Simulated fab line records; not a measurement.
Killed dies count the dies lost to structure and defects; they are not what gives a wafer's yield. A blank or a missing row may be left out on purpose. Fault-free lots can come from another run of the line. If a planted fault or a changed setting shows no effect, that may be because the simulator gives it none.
Chamber matching	flow n5Finfet	3 sister chambers for N5_BEOL_M12_ILD_DEP_00 on pecvd-02
The step deposits SiOC from DEMS/O2, target thk 658.92 nm, time 130.7 s. 6 wafers are shown with their chamber, then 9 later ones without.

== WAFERS PAIRED WITH THEIR CHAMBERS ==
wafer	chamber	showerheadVppV (V)	showerheadPlenumPTorr (Torr)
L079.5	0	1410	5.680
L088.4	0	1413	5.682
L093.1	1	1307	5.728
L093.4	1	1316	5.691
L092.4	2	1380	5.677
L092.6	2	1360	5.681

== WAFERS WHOSE CHAMBER IS MISSING ==
wafer	showerheadVppV (V)	showerheadPlenumPTorr (Torr)
L094.1	1394	5.684
L094.2	1383	5.671
L094.4	1347	5.672
L095.3	1412	5.670
L095.4	1359	5.683
L095.6	1414	5.680
L097.1	1323	5.698
L097.2	1369	5.661
L097.6	1391	5.677

== WHICH CHAMBER EACH WENT THROUGH ==
wafer	from the rows above	in truth
L094.1	can't be placed: 0 or 2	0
L094.2	can't be placed: 2 or 0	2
L094.4	2	2
L095.3	0	0
L095.4	2	2
L095.6	0	0
L097.1	1	1
L097.2	2	2
L097.6	can't be placed: 0 or 2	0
Correctly placed: 6 of 9. Unplaceable from these rows: 3, with the true chamber sitting among the candidates in 3. Placed wrongly: 0.
How it was worked out, from the rows above alone: a wafer's distance from a chamber is the root of the sum, over the readings, of the square of ((its reading less the chamber's mean) divided by the reading's scatter). If the next closest chamber is less than 2 further off than the closest, the wafer can't be placed; otherwise it belongs to the closest. For every chamber, the mean is computed from those of its wafers that are shown. The scatter: take each reading less its chamber's mean, square it, sum over the shown wafers, divide by the number of wafers less the number of chambers, and take the root.
